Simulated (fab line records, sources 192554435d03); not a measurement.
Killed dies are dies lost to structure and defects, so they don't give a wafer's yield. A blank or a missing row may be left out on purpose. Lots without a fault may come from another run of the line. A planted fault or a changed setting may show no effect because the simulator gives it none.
One fault seen from 2 desks | flow n5_finfet | each desk has only its own numbers; what lay behind them comes last

THE METROLOGY DESK
What the gauges read, lot by lot, whatever tool the lot ran on: means of the sampled wafers that have a number. A lot is out of limits, marked OUT, if its mean lies more than 4 standard deviations from the usual mean; the brackets give that distance. Of its 12 readings 7 are shown: those that lie furthest out on some lot.
Columns: A = cd_nm at N5_MOL_CONTACT_COAG_CD_MEAS_99, usual 17.3 nm; B = DIBL_P at N5_BEOL_M4_RC_MEAS_101, usual 36.4 mV/V; C = IOFF_P at N5_BEOL_M4_RC_MEAS_101, usual 0.21 nA/um; D = ION_N at N5_BEOL_M4_RC_MEAS_101, usual 680 uA/um; E = SS_N at N5_BEOL_M4_RC_MEAS_101, usual 71.5 mV/dec; F = VT_N at N5_BEOL_M4_RC_MEAS_101, usual 249 mV; G = VT_P at N5_BEOL_M4_RC_MEAS_101, usual -250 mV
lot  | first seen here | A    | B    | C    | D   | E    | F   | G
L828 | day 5 23:37     | 17.7 | 38.3 | 0.21 | 683 | 71.5 | 249 | -252
L840 | day 8 15:23     | 17.2 | 35.4 | 0.18 | 671 | 70.6 | 253 | -253
This desk's finding: nothing out of limits on any of the 2 lots.

THE TOOL OWNER'S DESK: rie_diel-04
The tool's own readings at N5_MOL_CONTACT_COAG_CONTACT_ETCH_14 (etches SiO2 in C4F6/O2, target depth 27.5 nm, overetch 8.5 nm, time 20 s): means of the sampled wafers that have a number, for each lot that ran on this tool. A lot is out of limits, marked OUT, if its mean lies more than 4 standard deviations from the usual mean; the brackets give that distance.
Columns: A = chamber_pressure_mTorr at N5_MOL_CONTACT_COAG_CONTACT_ETCH_14, usual 30.001 mTorr; B = drypump_motor_current_A at N5_MOL_CONTACT_COAG_CONTACT_ETCH_14, usual 5.9 A; C = oes_product_au at N5_MOL_CONTACT_COAG_CONTACT_ETCH_14, usual 0.66 a.u.; D = rf_vpp_V at N5_MOL_CONTACT_COAG_CONTACT_ETCH_14, usual 691.1 V; E = showerhead_plenum_p_Torr at N5_MOL_CONTACT_COAG_CONTACT_ETCH_14, usual 2.83 Torr; F = throttle_valve_pct at N5_MOL_CONTACT_COAG_CONTACT_ETCH_14, usual 21.39 %
lot  | first seen here | A      | B   | C    | D     | E    | F
L828 | day 5 23:25     | 30.003 | 6.6 | 0.67 | 689.2 | 2.77 | 21.36
L839 | day 8 10:07     | 29.975 | 5.7 | 0.57 | 689.5 | 2.78 | 21.13
L842 | day 9 04:11     | 29.991 | 5.7 | 0.56 | 689.1 | 2.78 | 21.12
This desk's finding: nothing out of limits on any of the 3 lots.

PUT TOGETHER
The metrology desk saw nothing out of limits.
The tool owner's desk saw nothing out of limits.

WHAT THE SIMULATOR HAD PUT IN
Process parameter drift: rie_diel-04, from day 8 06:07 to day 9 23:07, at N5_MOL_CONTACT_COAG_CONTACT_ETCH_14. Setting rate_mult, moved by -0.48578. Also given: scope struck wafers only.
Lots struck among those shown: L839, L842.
